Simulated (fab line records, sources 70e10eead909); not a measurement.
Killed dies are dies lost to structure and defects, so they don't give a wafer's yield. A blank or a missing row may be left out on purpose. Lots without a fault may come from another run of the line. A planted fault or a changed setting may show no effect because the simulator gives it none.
Which tool did it? | flow nand_harc | 23 lots, 69 wafers sampled, at 3 steps of a route of 1159

WHAT THE GAUGES READ, wafer by wafer
NHARC_A_CONTACT_CD_MEAS_80.
lot  | measured     | on        | cd_nm (nm)
L074 | day 16 13:22 | cd_sem-01 | 188.9 190.5 189.0
L077 | day 17 02:17 | cd_sem-01 | 189.7 189.6 189.8
L075 | day 17 02:46 | cd_sem-01 | 190.3 188.4 190.8
L078 | day 17 17:31 | cd_sem-03 | 188.6 189.1 190.1
L076 | day 17 21:14 | cd_sem-02 | 188.9 190.8 189.0
L079 | day 18 07:56 | cd_sem-01 | 187.0 187.5 187.5
L080 | day 18 09:33 | cd_sem-03 | 189.2 190.3 190.8
L082 | day 19 00:35 | cd_sem-02 | 187.1 186.5 186.8
L083 | day 19 00:38 | cd_sem-02 | 189.9 189.5 189.4
L084 | day 19 04:41 | cd_sem-02 | 189.9 190.9 189.7
L085 | day 19 10:20 | cd_sem-01 | 190.5 189.0 189.4
L087 | day 19 16:21 | cd_sem-01 | 187.8 187.5 189.5
L086 | day 19 22:50 | cd_sem-02 | 189.0 190.0 189.9
L090 | day 20 13:48 | cd_sem-03 | 188.8 189.1 189.6
L088 | day 20 16:51 | cd_sem-01 | 189.0 188.8 189.2
L093 | day 20 17:47 | cd_sem-01 | 189.5 189.1 190.0
L089 | day 20 21:59 | cd_sem-02 | 189.5 189.4 190.1
L091 | day 21 00:03 | cd_sem-03 | 190.0 189.8 189.2
L092 | day 21 06:05 | cd_sem-02 | 190.8 189.9 190.4
L094 | day 21 22:11 | cd_sem-01 | 189.0 190.7 190.0
L096 | day 21 23:47 | cd_sem-03 | 188.2 188.9 187.8
L097 | day 22 01:38 | cd_sem-01 | 189.1 188.6 188.1
L095 | day 22 13:01 | cd_sem-01 | 190.2 190.1 190.2

WHICH TOOL RAN EACH LOT (tool, then ch and the chambers of the sampled wafers, then the start)
lot  | NHARC_A_CONTACT_ETCH_129             | NHARC_A_CONTACT_ETCH_97
L074 | har_cap_etch-01 ch 0,1, day 16 12:01 | rie_diel-03 ch 2,3, day 16 13:22 or earlier
L077 | har_cap_etch-02 ch 0,1, day 17 00:27 | rie_diel-03 ch 1,3, day 17 02:17 or earlier
L075 | har_cap_etch-03 ch 0,1, day 17 01:21 | rie_diel-03 ch 0,2,3, day 17 02:46 or earlier
L078 | har_cap_etch-02 ch 0,1, day 17 15:50 | rie_diel-03 ch 0,1,3, day 17 17:31 or earlier
L076 | har_cap_etch-03 ch 1, day 17 19:45   | rie_diel-11 ch 0,2, day 17 21:14 or earlier
L079 | har_cap_etch-03 ch 0, day 18 06:35   | rie_diel-03 ch 1,2,3, day 18 07:56 or earlier
L080 | har_cap_etch-01 ch 0,1, day 18 08:13 | rie_diel-11 ch 1,2,3, day 18 09:33 or earlier
L082 | har_cap_etch-01 ch 0,1, day 18 23:12 | rie_diel-03 ch 0,1, day 19 00:35 or earlier
L083 | har_cap_etch-03 ch 0, day 18 23:15   | rie_diel-03 ch 1,2,3, day 19 00:38 or earlier
L084 | har_cap_etch-01 ch 0,1, day 19 03:16 | rie_diel-11 ch 2,3, day 19 04:41 or earlier
L085 | har_cap_etch-03 ch 0, day 19 09:01   | rie_diel-03 ch 0,1,3, day 19 10:20 or earlier
L087 | har_cap_etch-02 ch 0,1, day 19 15:01 | rie_diel-03 ch 0,1,2, day 19 16:21 or earlier
L086 | har_cap_etch-01 ch 0,1, day 19 21:28 | rie_diel-03 ch 1,2,3, day 19 22:50 or earlier
L090 | har_cap_etch-01 ch 0,1, day 20 12:28 | rie_diel-11 ch 0,1,2, day 20 13:48 or earlier
L088 | har_cap_etch-01 ch 0,1, day 20 15:31 | rie_diel-03 ch 0,1,3, day 20 16:51 or earlier
L093 | har_cap_etch-02 ch 0,1, day 20 16:26 | rie_diel-12 ch 0,1, day 20 17:47 or earlier
L089 | har_cap_etch-01 ch 0,1, day 20 20:38 | rie_diel-11 ch 0,1,3, day 20 21:59 or earlier
L091 | har_cap_etch-03 ch 0, day 20 22:43   | rie_diel-11 ch 0,3, day 21 00:03 or earlier
L092 | har_cap_etch-03 ch 0,1, day 21 04:45 | rie_diel-11 ch 0,2,3, day 21 06:05 or earlier
L094 | har_cap_etch-03 ch 1, day 21 20:50   | rie_diel-11 ch 0,1, day 21 22:11 or earlier
L096 | har_cap_etch-02 ch 0,1, day 21 22:28 | rie_diel-12 ch 0,3, day 21 23:47 or earlier
L097 | har_cap_etch-01 ch 0,1, day 22 00:17 | rie_diel-03 ch 0,1,2, day 22 01:38 or earlier
L095 | har_cap_etch-02 ch 0,1, day 22 11:42 | rie_diel-11 ch 0,2,3, day 22 13:01 or earlier
- NHARC_A_CONTACT_ETCH_129: etches the open film in C4F8/O2/Ar, time 155 s, target depth 956 nm.
- NHARC_A_CONTACT_ETCH_97: etches the open film in C4F6/O2, target depth 20 nm, time 10 s.

WHAT THE TOOLS THEMSELVES READ (means of the sampled wafers that have a number; where no wafer has one, the mark that the record gives instead)
NHARC_A_CONTACT_ETCH_97.
lot  | tool        | drypump_motor_current_A (A) | oes_product_au (a.u.) | rf_vpp_V (V) | showerhead_plenum_p_Torr (Torr) | throttle_valve_pct (%)
L074 | rie_diel-03 | 6.3                         | 0.936                 | 546          | 3.91                            | 26.898
L077 | rie_diel-03 | 6.2                         | 0.979                 | 543          | 3.72                            | 26.892
L075 | rie_diel-03 | 6.0                         | 0.960                 | 547          | 3.93                            | 26.898
L078 | rie_diel-03 | 6.2                         | 0.996                 | 544          | 3.79                            | 26.901
L076 | rie_diel-11 | 5.9                         | 0.942                 | 546          | 3.87                            | 26.897
L079 | rie_diel-03 | 6.1                         | 0.950                 | 546          | 3.86                            | 26.900
L080 | rie_diel-11 | 6.1                         | 0.954                 | 549          | 4.00                            | 26.904
L082 | rie_diel-03 | 6.0                         | 0.964                 | 543          | 3.75                            | 26.911
L083 | rie_diel-03 | 6.1                         | 0.955                 | 545          | 3.86                            | 26.907
L084 | rie_diel-11 | 6.3                         | 1.005                 | 548          | 4.00                            | 26.907
L085 | rie_diel-03 | 6.2                         | 1.005                 | 544          | 3.79                            | 26.900
L087 | rie_diel-03 | 5.8                         | 1.000                 | 546          | 3.89                            | 26.899
L086 | rie_diel-03 | 6.1                         | 0.944                 | 546          | 3.86                            | 26.900
L090 | rie_diel-11 | 5.9                         | 0.952                 | 548          | 4.00                            | 26.903
L088 | rie_diel-03 | 6.2                         | 0.936                 | 545          | 3.79                            | 26.902
L093 | rie_diel-12 | 6.0                         | 0.996                 | 550          | 4.08                            | 26.900
L089 | rie_diel-11 | 6.0                         | 0.972                 | 545          | 3.83                            | 26.900
L091 | rie_diel-11 | 6.3                         | 0.949                 | 542          | 3.68                            | 26.900
L092 | rie_diel-11 | 6.2                         | 1.002                 | 546          | 3.84                            | 26.894
L094 | rie_diel-11 | 5.7                         | 0.968                 | 549          | 3.99                            | 26.899
L096 | rie_diel-12 | 5.9                         | 0.953                 | 549          | 4.02                            | 26.907
L097 | rie_diel-03 | 5.8                         | 0.999                 | 545          | 3.88                            | 26.912
L095 | rie_diel-11 | 6.2                         | 0.981                 | 545          | 3.84                            | 26.909

THE ANSWER, worked out from the rows above alone
Rule: what is usual is taken from the lots themselves. Put in order of their means at a reading, lots are off if they are a third of the lots or fewer, leave a main group of 4 or more, and stand apart from it by a gap of 3 or more times the standard deviation of the main group's means; of several such gaps the widest counts. A main group whose means are all the same, to the digits that the tables above print for the reading, isn't used. A lot without any number at a reading at which 4 lots or more have one is off too. The other lots that the step has rows for count as sound. The gauges are gone through in route order, then the tools' own readings, and for those a lot's mean is taken as printed above. The first step at which some lot is off is used, and at that step the reading that is off furthest; a lot without a number counts as furthest.
No lot is off at any reading shown: from this, nothing can be told.

WHAT THE SIMULATOR HAD PUT IN
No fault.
